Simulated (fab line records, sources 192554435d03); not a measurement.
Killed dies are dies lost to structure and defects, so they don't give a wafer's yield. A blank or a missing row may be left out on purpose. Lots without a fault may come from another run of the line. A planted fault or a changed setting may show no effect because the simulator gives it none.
fab line records | flow n5_finfet
record lots=7 wafers=39
route steps=1938 shown ZERO_LAYER@11 DUMMY_GATE@214 HKMG_FIN@386 MOL_CONTACT_COAG@562 BEOL_M1@754
start_h: hours from the record's first day to the start of the lot's first wafer shown | wait_h: hours since the lot's step before | " the same as in the row above | L1.1+2: a row that stands for several wafers | - no value, or no start given | * or withheld: withheld | < > ~ a bound
route shown NAME@n: a module of which the file shows steps, and the number in the route of the first | usual: mean/standard deviation of fault-free wafers | same: alike in all rows | chamber/n: place in a boat | sites: the reading at each site | _std_site: their standard deviation | _edge_site: outer sites' mean less inner sites' | radius_mm: how far each site lies from the wafer's centre | mask NAME#n: copy n | behind: the tool/chamber that last shaped the wafer | hold: why the lot was held/for how many hours/how that ended | device: the transistor (n, p or np) that didn't switch | end of line: the same wafers' tests at the end of the route | a step without rows: its recipe alone | killed: dies lost to structure and defects at the first sort, not the wafer's yield | map: a wafer's dies, x killed, . not, _ none there
set.NAME: the setting as run; set.NAME@STEP: as run at that earlier step | model.NAME: the simulator's own value behind a step, which no gauge read
lots whose settings were changed on purpose; a table a step, a row a wafer
## steps
# step N5_ZERO_LAYER_DEVELOP_10
# recipe develop_time_s=60 rinse_liquid=diw dry=air_spin dev_temp_c=21
# columns lot.wafer tool chamber start_h wait_h set.develop_time_s
L078.1+3+6 litho_track-02 0 - - 60
L078.2+4+5 " 0 " " 26.69
L079.1+2+6 litho_track-05 0 - - 70.6
L079.3+4+5 " 0 " " 60
L082.1+4+6 litho_track-01 0 - - 60
L086.1+4+6 litho_track-01 0 - - 27
L086.2+3+5 " 0 " " 60
L090.1+2+3+4+5+6 litho_track-02 0 - - 60
L093.1+2+3 litho_track-02 0 - - 86.07
L093.4+5+6 " 0 " " 60
L097.1+2+3+4+5+6 litho_track-01 0 - - 60
# step N5_ZERO_LAYER_HARDBAKE_23
# recipe temp_c=130 time_s=120
# step N5_ZERO_LAYER_CD_MEAS_11
# recipe target_cd_nm=2000 landing_energy_ev=500 detector=se_inlens
# usual cd_nm=2000.2/2.7
# columns lot.wafer tool chamber start_h wait_h set.develop_time_s@ZERO_LAYER_DEVELOP_10 cd_nm
L078.1 cd_sem-03 0 36.69 - 60 2003.1
L078.2 " 0 " " 26.69 1983.0
L078.3 " 0 " " 60 2002.0
L078.4 " 0 " " 26.69 1981.1
L078.5 " 0 " " 26.69 1986.6
L078.6 " 0 " " 60 2005.1
L079.1 cd_sem-02 0 42.79 - 70.6 2002.4
L079.2 " 0 " " 70.6 2000.6
L079.3 " 0 " " 60 2001.8
L079.4 " 0 " " 60 1997.4
L079.5 " 0 " " 60 1998.0
L079.6 " 0 " " 70.6 2001.4
L082.1 cd_sem-02 0 60.64 - 60 1998.0
L082.4 " 0 " " 60 1997.2
L082.6 " 0 " " 60 1999.3
L086.1 cd_sem-02 0 84.77 - 27 1980.3
L086.2 " 0 " " 60 2000.3
L086.3 " 0 " " 60 1999.2
L086.4 " 0 " " 27 1979.4
L086.5 " 0 " " 60 1995.8
L086.6 " 0 " " 27 1982.3
L090.1 cd_sem-02 0 109.93 - 60 2005.8
L090.2 " 0 " " 60 2004.1
L090.3 " 0 " " 60 2004.2
L090.4 " 0 " " 60 2003.6
L090.5 " 0 " " 60 2003.7
L090.6 " 0 " " 60 2001.9
L093.1 cd_sem-02 0 126.64 - 86.07 2007.1
L093.2 " 0 " " 86.07 2011.4
L093.3 " 0 " " 86.07 2011.1
L093.4 " 0 " " 60 2001.2
L093.5 " 0 " " 60 2004.0
L093.6 " 0 " " 60 2004.0
L097.1 cd_sem-03 0 150.77 - 60 1997.4
L097.2 " 0 " " 60 1997.8
L097.3 " 0 " " 60 1998.7
L097.4 " 0 " " 60 2001.2
L097.5 " 0 " " 60 2000.6
L097.6 " 0 " " 60 1997.8
# step N5_ZERO_LAYER_DESCUM_16
# recipe chemistry=O2 time_s=7.9 source_power_w=50 bias_power_w=20 pressure_mtorr=20 rf_frequency_hz=2.712e+07 temp_c=40 o2_flow_sccm=225
# columns lot.wafer tool chamber start_h wait_h set.develop_time_s@ZERO_LAYER_DEVELOP_10 model.ZERO_LAYER.cd_nm
L078.1 rie_diel-05 0 36.73 0.0 60 2003
L078.2 " 1 " " 26.69 1983
L078.3 " 3 " " 60 2002
L078.4 " 2 " " 26.69 1981
L078.5 " 3 " " 26.69 1986
L078.6 " 0 " " 60 2005
L079.1+6 rie_diel-06 1,2 43.29 0.5 70.6 2002
L079.2 " 2 " " 70.6 2001
L079.3 " 0 " " 60 2002
L079.4+5 " 3 " " 60 1998
L082.1+4 rie_diel-02 2 60.96 0.3 60 1998
L082.6 " 1 " " 60 1999
L086.1 rie_diel-02 3 84.93 0.2 27 1980
L086.2 " 2 " " 60 2000
L086.3 " 0 " " 60 1999
L086.4 " 2 " " 27 1979
L086.5 " 3 " " 60 1996
L086.6 " 0 " " 27 1982
L090.1 rie_diel-02 3 109.97 0.0 60 2006
L090.2+3+4 " 1,0,2 " " 60 2004
L090.5 " 0 " " 60 2003
L090.6 " 3 " " 60 2001
L093.1 rie_diel-05 2 127.08 0.4 86.07 2007
L093.2+3 " 1,0 " " 86.07 2011
L093.4 " 3 " " 60 -
L093.5+6 " 1,0 " " 60 2004
L097.1+2+6 rie_diel-06 3,2,0 150.80 0.0 60 1998
L097.3 " 0 " " 60 1999
L097.4 " 1 " " 60 2001
L097.5 " 1 " " 60 2000
# step N5_DUMMY_GATE_ALD_02
# recipe material=SiO2 target_thk_a=20 temp_c=300 ald_precursor_family=BDEAS ald_co_reactant=O2-plasma pulse_time_s=1 pressure_torr=2
# columns lot.wafer tool chamber start_h wait_h set.target_thk_a model.SiO2_of_DUMMY_GATE_ALD_02.thk_nm
L078.1+2+5 ald_sin-04 1,2,1 62.34 0.0 30.87 3
L078.3+4+6 " 0,3,0 " " 20 2
L079.1+2+3 ald_sin-02 2,3,0 70.64 0.0 20 2
L079.4+5+6 " 1,0,3 " " 14.41 1.4
L082.1+4+6 ald_sin-04 2,0,0 91.31 3.1 20 2
L086.1+2+3+4+5+6 ald_sin-04 2,1,0,3,3,2 111.28 0.0 20 2
L090.1+3+4 ald_sin-04 2,3,1 135.39 0.0 16.49 1.6
L090.2+5+6 " 0,0,3 " " 20 2
L093.1+2+6 ald_sin-03 1,3,1 154.98 0.0 20 2
L093.3+4+5 " 2,0,0 " " 28.74 2.8
L097.1+2+3 ald_sin-04 0,2,0 178.40 0.0 13.53 1.4
L097.4+5+6 " 2,2,0 " " 20 2
# step N5_HKMG_FIN_HK_ALD_01
# recipe material=HfO2 target_thk_a=16 temp_c=withheld ald_precursor_family=HfCl4 ald_co_reactant=H2O pulse_time_s=3 purge_time_s=3 co_reactant_purge_time_s=2.5 co_reactant_pulse_time_s=0.3 ald_cycles=30
# columns lot.wafer tool chamber start_h wait_h set.ald_cycles model.HfO2_of_HKMG_FIN_HK_ALD_01.thk_nm
L078.1+2+3+4+5+6 ald_hk-01 0,1,3,2,3,0 97.06 0.0 30 1.6
L079.1+2+3+4+5+6 ald_hk-02 1,3,0,2,3,2 105.48 0.0 30 1.6
L082.1+4+6 ald_hk-03 3,1,0 126.54 0.0 30 1.6
L086.1+3+5 ald_hk-02 2,3,1 144.96 0.0 16 0.8
L086.2+4+6 " 0,1,0 " " 30 1.6
L090.1+5+6 ald_hk-02 2,3,2 168.95 0.0 22 1.2
L090.2+3+4 " 3,0,1 " " 30 1.6
L093.1+3+5 ald_hk-01 0,3,0 188.53 0.0 30 1.6
L093.2+4+6 " 1,2,3 " " 46 2.4
L097.1+3+6 ald_hk-03 3,1,2 210.96 0.0 30 1.6
L097.2+4+5 " 0,2,1 " " 38 2
# step N5_HKMG_FIN_HK_ANNEAL_02
# recipe temp_c=700 time_s=30 ambient=N2 idle_temp_c=600 ramp_up_c_per_s=150 ramp_down_c_per_s=60 cool_to_c=600
# step N5_HKMG_FIN_ALD_74
# recipe material=La2O3 target_thk_a=5 temp_c=250 ald_precursor_family=La-Cp ald_co_reactant=O3 pulse_time_s=6 co_reactant_pulse_time_s=1 purge_time_s=3 co_reactant_purge_time_s=3
# step N5_HKMG_FIN_WET_ETCH_82
# recipe chemistry=dHCl mix=1:10000 temp_c=25 target=La2O3 stop_on=HfO2 target_depth_nm=2 dry=ipa_marangoni rinse_time_s=30 rinse_temp_c=23
# step N5_HKMG_FIN_ALD_36
# recipe material=TiN target_thk_a=10 temp_c=400 ald_precursor_family=TiCl4 ald_co_reactant=NH3 pulse_time_s=1 purge_time_s=3 co_reactant_purge_time_s=2 co_reactant_pulse_time_s=2 ald_cycles=47 pressure_torr=3
# step N5_HKMG_FIN_THK_MEAS_70
# recipe thk_meas_gauge=xrf reads=HfO2_of_HKMG_FIN_HK_ALD_01
# usual HK_THK=1.591/0.018
# columns lot.wafer tool chamber start_h wait_h set.ald_cycles@HKMG_FIN_HK_ALD_01 HK_THK[nm]
L078.1 film_metro-01 - 100.71 0.2 30 1.592
L078.2 " - " " 30 1.576
L078.3 " - " " 30 1.609
L078.4 " - " " 30 1.608
L078.5 " - " " 30 1.604
L078.6 " - " " 30 1.586
L079.1 film_metro-02 - 109.81 0.2 30 1.584
L079.2 " - " " 30 1.570
L079.3 " - " " 30 1.578
L079.4 " - " " 30 1.558
L079.5 " - " " 30 1.597
L079.6 " - " " 30 1.595
L082.1 film_metro-02 - 130.88 0.2 30 1.636
L082.4 " - " " 30 1.568
L082.6 " - " " 30 1.565
L086.1 film_metro-02 - 150.59 0.2 16 0.861
L086.2 " - " " 30 1.582
L086.3 " - " " 16 0.852
L086.4 " - " " 30 1.586
L086.5 " - " " 16 0.846
L086.6 " - " " 30 1.591
L090.1 film_metro-01 - 172.73 0.2 22 1.176
L090.2 " - " " 30 1.591
L090.3 " - " " 30 1.612
L090.4 " - " " 30 1.594
L090.5 " - " " 22 1.149
L090.6 " - " " 22 1.176
L093.1 film_metro-02 - 191.99 0.2 30 1.567
L093.2 " - " " 46 2.435
L093.3 " - " " 30 1.616
L093.4 " - " " 46 2.429
L093.5 " - " " 30 1.626
L093.6 " - " " 46 2.383
L097.1 film_metro-01 - 214.93 0.2 30 1.594
L097.2 " - " " 38 2.001
L097.3 " - " " 30 1.584
L097.4 " - " " 38 2.020
L097.5 " - " " 38 2.008
L097.6 " - " " 30 1.557
# step N5_MOL_CONTACT_COAG_ALD_123
# recipe material=SiNx target_thk_a=50 temp_c=400 ald_precursor_family=SiH2I2 ald_co_reactant=N2/H2-plasma pulse_time_s=1 purge_time_s=2 co_reactant_purge_time_s=2 ald_cycles=100 pressure_torr=2
# columns lot.wafer tool chamber start_h wait_h set.ald_cycles model.SiNx_of_MOL_CONTACT_COAG_ALD_123.thk_nm
L078.1+4+6 ald_sin-02 1,2,2 122.48 0.3 144 7.2
L078.2+3+5 " 3,0,1 " " 100 5
L079.1+3+4 ald_sin-01 0,1,2 132.29 0.4 100 5
L079.2+5+6 " 3,2,1 " " 121 6
L082.1+4+6 ald_sin-03 0,1,1 154.16 0.0 100 5
L086.1+4+5 ald_sin-01 3,0,1 177.37 0.0 100 5
L086.2+3+6 " 1,2,0 " " 117 5.8
L090.1+2+4 ald_sin-03 1,3,3 197.87 0.0 40 2
L090.3+5+6 " 0,1,0 " " 100 5
L093.1+2+5 ald_sin-01 2,1,2 215.38 0.3 100 5
L093.3+4 " 3,0 " " 118 5.8
L093.6 " 1 " " 118 6
L097.1+2+4 ald_sin-02 2,0,1 237.93 0.0 100 5
L097.3+5+6 " 3,1,0 " " 136 6.8
# step N5_MOL_CONTACT_COAG_PECVD_31
# recipe material=SiO2 target_thk_a=460 temp_c=400 precursor=TEOS/O2 pressure_torr=6.5 rf_w=withheld teos_flow_sccm=withheld gas=O2 flow_sccm=2650 time_s=8.9
# step N5_MOL_CONTACT_COAG_COAT_75
# recipe resist=SOC temp_c=250 time_s=60 spin_rpm=1500 resist_thk_nm=60
# step N5_MOL_CONTACT_COAG_STRIP_120
# recipe chemistry=CHF3 resist=SiARC rf_frequency_hz=6e+07
# step N5_MOL_CONTACT_COAG_VIA_ETCH_117
# recipe chemistry=C4F6/O2 target_depth_a=400 overetch_a=80 mask_material=SOC target=SiO2 bias_w=455 pressure_mtorr=10 time_s=26 source_w=325 Ar_flow_sccm=300 C4F6_flow_sccm=10 O2_flow_sccm=10 ion_energy_ev=575.3 ends=end_point
# step N5_MOL_CONTACT_COAG_ETCH_124
# recipe chemistry=CH3F/O2 target=SiNx target_depth_a=65 mask_material=SOC stop_on=SiOC over_etch_frac=0.3 ion_energy_ev=120 pressure_mtorr=30 source_w=395 bias_w=73 Ar_flow_sccm=150 CH3F_flow_sccm=30 O2_flow_sccm=20 ends=end_point
# columns lot.wafer tool chamber start_h wait_h set.ald_cycles@MOL_CONTACT_COAG_ALD_123 model.etch.depth_nm
L078.1 rie_diel-04 0 125.52 0.0 144 6.384
L078.2 " 3 " " 100 5.009
L078.3 " 1 " " 100 4.984
L078.4 " 0 " " 144 6.472
L078.5 " 1 " " 100 5.021
L078.6 " 3 " " 144 6.427
L079.1 rie_diel-04 3 135.08 0.0 100 4.995
L079.2 " 1 " " 121 6.035
L079.3 " 0 " " 100 4.984
L079.4 " 1 " " 100 4.991
L079.5 " 3 " " 121 6.037
L079.6 " 0 " " 121 6.051
L082.1 rie_diel-01 0 157.55 0.0 100 4.975
L082.4 " 3 " " 100 4.996
L082.6 " 0 " " 100 4.982
L086.1 rie_diel-01 3 182.62 0.0 100 4.985
L086.2 " 2 " " 117 5.87
L086.3 " 1 " " 117 5.848
L086.4 " 0 " " 100 4.967
L086.5 " 0 " " 100 5.001
L086.6 " 1 " " 117 5.815
L090.1 rie_diel-01 3 201.52 0.0 40 1.988
L090.2 " 1 " " 40 2.024
L090.3 " 0 " " 100 4.981
L090.4 " 3 " " 40 1.994
L090.5 " 0 " " 100 4.995
L090.6 " 1 " " 100 4.992
L093.1+2 rie_diel-04 0,2 218.72 0.0 100 5
L093.3 " 1 " " 118 5.878
L093.4 " 1 " " 118 5.869
L093.5 " 0 " " 100 4.996
L093.6 " 2 " " 118 5.911
L097.1 rie_diel-03 1 241.29 0.0 100 5.012
L097.2 " 2 " " 100 5.011
L097.3 " 3 " " 136 6.291
L097.4 " 2 " " 100 4.982
L097.5 " 3 " " 136 6.247
L097.6 " 1 " " 136 6.341
# step N5_BEOL_M1_HM_DEP_02
# recipe material=TiN target_thk_a=200 temp_c=25 chamber_pressure_pa=0.49996
# columns lot.wafer tool chamber start_h wait_h set.target_thk_a model.TiN_of_BEOL_M1_HM_DEP_02.thk_nm
L078.1 pvd_sputter-01 - 147.02 1.4 309 31.2
L078.2+4 " - " " 200 20
L078.3 " - " " 200 19.8
L078.5+6 " - " " 309 31
L079.1+3+6 pvd_sputter-02 - 158.61 0.5 303.8 30.4
L079.2+4 " - " " 200 20
L079.5 " - " " 200 20.2
L082.1+6 pvd_sputter-01 - 178.48 0.6 200 19.8
L082.4 " - " " 200 20
L086.1+2 pvd_sputter-02 - 201.56 0.8 290.7 29.2
L086.3+4 " - " " 200 20.4
L086.5 " - " " 290.7 29.4
L086.6 " - " " 200 20
L090.1 pvd_sputter-03 - 223.52 1.4 200 19.6
L090.2 " - " " 200 19.8
L090.3+4+6 " - " " 200 20
L090.5 " - " " 200 19.4
L093.1+3+6 pvd_sputter-02 - 238.09 1.8 271.2 27.2
L093.2 " - " " 200 20.2
L093.4 " - " " 200 20.4
L093.5 " - " " 200 20
L097.1 pvd_sputter-03 - 265.34 1.0 200 19.8
L097.2 " - " " 200 20.2
L097.3+5 " - " " 267.6 26.4
L097.4 " - " " 267.6 26.6
L097.6 " - " " 200 20
# step N5_BEOL_M1_COAT_61
# recipe resist=SOC temp_c=250 time_s=60 spin_rpm=1500 resist_thk_nm=60
# step N5_BEOL_M1_COAT_62
# recipe resist=SiARC temp_c=220 time_s=60 spin_rpm=1500 resist_thk_nm=12
# step N5_BEOL_M1_STRIP_75
# recipe chemistry=N2/H2 temp_c=40 n2_flow_sccm=200 h2_flow_sccm=200 rf_frequency_hz=6e+07
# step N5_BEOL_M1_STRIP_66
# recipe chemistry=CF4 resist=SiARC power_w=300 bias_power_w=75 pressure_mtorr=50 cf4_flow_sccm=150 rf_frequency_hz=6e+07
# step N5_BEOL_M1_HM_OPEN_17
# recipe chemistry=Cl2/BCl3 target_depth_a=200 overetch_a=60 target=TiN mask_material=SOC ion_energy_ev=150 pressure_mtorr=10 icp_w=1000 bias_w=126 Cl2_flow_sccm=53.25 bcl3_flow_sccm=21.75 Ar_flow_sccm=25
# columns lot.wafer tool chamber start_h wait_h set.target_thk_a@BEOL_M1_HM_DEP_02 model.etch.depth_nm
L078.1 rie_metal-03 0 147.85 0.0 309 27.36
L078.2 " 1 " " 200 19.9
L078.3 " 0 " " 200 19.85
L078.4 " 1 " " 200 20.02
L078.5 " 0 " " 309 27.13
L078.6 " 1 " " 309 26.9
L079.1 rie_metal-03 1 159.37 0.0 303.8 26.82
L079.2 " 0 " " 200 19.97
L079.3 " 1 " " 303.8 26.74
L079.4 " 0 " " 200 20.03
L079.5 " 0 " " 200 20.18
L079.6 " 1 " " 303.8 27.06
L082.1 rie_metal-01 0 179.45 0.0 200 19.84
L082.4 " 0 " " 200 20
L082.6 " 1 " " 200 19.89
L086.1 rie_metal-03 0 202.62 0.0 290.7 27.47
L086.2 " 1 " " 290.7 27.27
L086.3 " 0 " " 200 20.37
L086.4 " 1 " " 200 20.43
L086.5 " 1 " " 290.7 26.95
L086.6 " 0 " " 200 20.06
L090.1 rie_metal-01 0 224.28 0.0 200 19.54
L090.2 " 0 " " 200 19.87
L090.3 " 0 " " 200 19.94
L090.4 " 0 " " 200 20.08
L090.5 " 0 " " 200 19.42
L090.6 " 0 " " 200 20.09
L093.1 rie_metal-02 0 239.08 0.0 271.2 25.09
L093.2 " 1 " " 200 20.13
L093.3 " 0 " " 271.2 25.05
L093.4 " 1 " " 200 20.32
L093.5 " 1 " " 200 19.96
L093.6 " 0 " " 271.2 24.83
L097.1 rie_metal-02 0 266.26 0.0 200 19.88
L097.2 " 1 " " 200 20.27
L097.3+5 " 1 " " 267.6 26.46
L097.4 " 0 " " 267.6 25.05
L097.6 " 0 " " 200 19.93
# step N5_BEOL_M1_STRIP_19
# recipe chemistry=O2 power_w=400 temp_c=40 pressure_mtorr=30 rf_frequency_hz=6e+07 bias_power_w=0 overash_fraction=0.2 o2_flow_sccm=225
# step N5_BEOL_M1_ETCH_41
# recipe chemistry=CH3F/O2 target=SiCN target_depth_a=319 taper_deg=2 time_s=57.8 ion_energy_ev=120 mask_material=TiN pressure_mtorr=30 source_w=395 bias_w=75 Ar_flow_sccm=150 CH3F_flow_sccm=30 O2_flow_sccm=20
# step N5_BEOL_M1_STRIP_97
# recipe chemistry=N2/H2 time_s=10 power_w=450 temp_c=40 pressure_mtorr=20 rf_frequency_hz=6e+07 bias_power_w=7 n2_flow_sccm=200 h2_flow_sccm=200
# step N5_BEOL_M1_OCD_MEAS_38
# usual trench_depth_nm=55.1/1.2
# columns lot.wafer tool chamber start_h wait_h set.target_thk_a@BEOL_M1_HM_DEP_02 trench_depth_nm
L078.1 ocd-01 - 153.56 - 309 6.5
L078.2 " - " " 200 56.7
L078.3 " - " " 200 57.5
L078.4 " - " " 200 56.0
L078.5 " - " " 309 4.7
L078.6 " - " " 309 3.8
L079.1 ocd-01 - 166.68 - 303.8 8.9
L079.2 " - " " 200 54.2
L079.3 " - " " 303.8 6.1
L079.4 " - " " 200 55.3
L079.5 " - " " 200 54.4
L079.6 " - " " 303.8 11.1
L082.1 ocd-02 - 188.11 - 200 54.1
L082.4 " - " " 200 55.9
L082.6 " - " " 200 55.9
L086.1 ocd-01 - 210.81 - 290.7 41.2
L086.2 " - " " 290.7 39.1
L086.3 " - " " 200 56.5
L086.4 " - " " 200 53.0
L086.5 " - " " 290.7 27.8
L086.6 " - " " 200 56.9
L090.1 ocd-02 - 227.40 - 200 56.2
L090.2 " - " " 200 56.6
L090.3 " - " " 200 57.1
L090.4 " - " " 200 55.4
L090.5 " - " " 200 55.8
L090.6 " - " " 200 57.0
L093.1 ocd-02 - 243.91 - 271.2 37.5
L093.2 " - " " 200 57.1
L093.3 " - " " 271.2 36.9
L093.4 " - " " 200 55.8
L093.5 " - " " 200 56.7
L093.6 " - " " 271.2 29.8
L097.1 ocd-02 - 272.50 - 200 55.6
L097.2 " - " " 200 55.9
L097.3 " - " " 267.6 53.1
L097.4 " - " " 267.6 44.5
L097.5 " - " " 267.6 54.8
L097.6 " - " " 200 55.8
## key
split step=N5_ZERO_LAYER_DEVELOP_10 setting=develop_time_s stated=60 by=wafer
response step=N5_ZERO_LAYER_CD_MEAS_11 reading=cd_nm change=+0.291 per=1% r=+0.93
response step=N5_ZERO_LAYER_DESCUM_16 reading=model.ZERO_LAYER.cd_nm change=+0.295 per=1% r=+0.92
split step=N5_DUMMY_GATE_ALD_02 setting=target_thk_a stated=20 by=wafer
response step=N5_DUMMY_GATE_ALD_02 reading=model.SiO2_of_DUMMY_GATE_ALD_02.thk_nm change=+0.0189 per=1% r=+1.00
split step=N5_HKMG_FIN_HK_ALD_01 setting=ald_cycles stated=30 by=wafer
response step=N5_HKMG_FIN_HK_ALD_01 reading=model.HfO2_of_HKMG_FIN_HK_ALD_01.thk_nm change=+0.0157 per=1% r=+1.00
response step=N5_HKMG_FIN_THK_MEAS_70 reading=HK_THK change=+0.0156 per=1% r=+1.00
split step=N5_MOL_CONTACT_COAG_ALD_123 setting=ald_cycles stated=100 by=wafer
response step=N5_MOL_CONTACT_COAG_ALD_123 reading=model.SiNx_of_MOL_CONTACT_COAG_ALD_123.thk_nm change=+0.0497 per=1% r=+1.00
response step=N5_MOL_CONTACT_COAG_ETCH_124 reading=model.etch.depth_nm change=+0.0432 per=1% r=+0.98
split step=N5_BEOL_M1_HM_DEP_02 setting=target_thk_a stated=200 by=wafer
response step=N5_BEOL_M1_HM_DEP_02 reading=model.TiN_of_BEOL_M1_HM_DEP_02.thk_nm change=+0.199 per=1% r=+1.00
response step=N5_BEOL_M1_HM_OPEN_17 reading=model.etch.depth_nm change=+0.142 per=1% r=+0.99
response step=N5_BEOL_M1_OCD_MEAS_38 reading=trench_depth_nm change=-0.693 per=1% r=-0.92
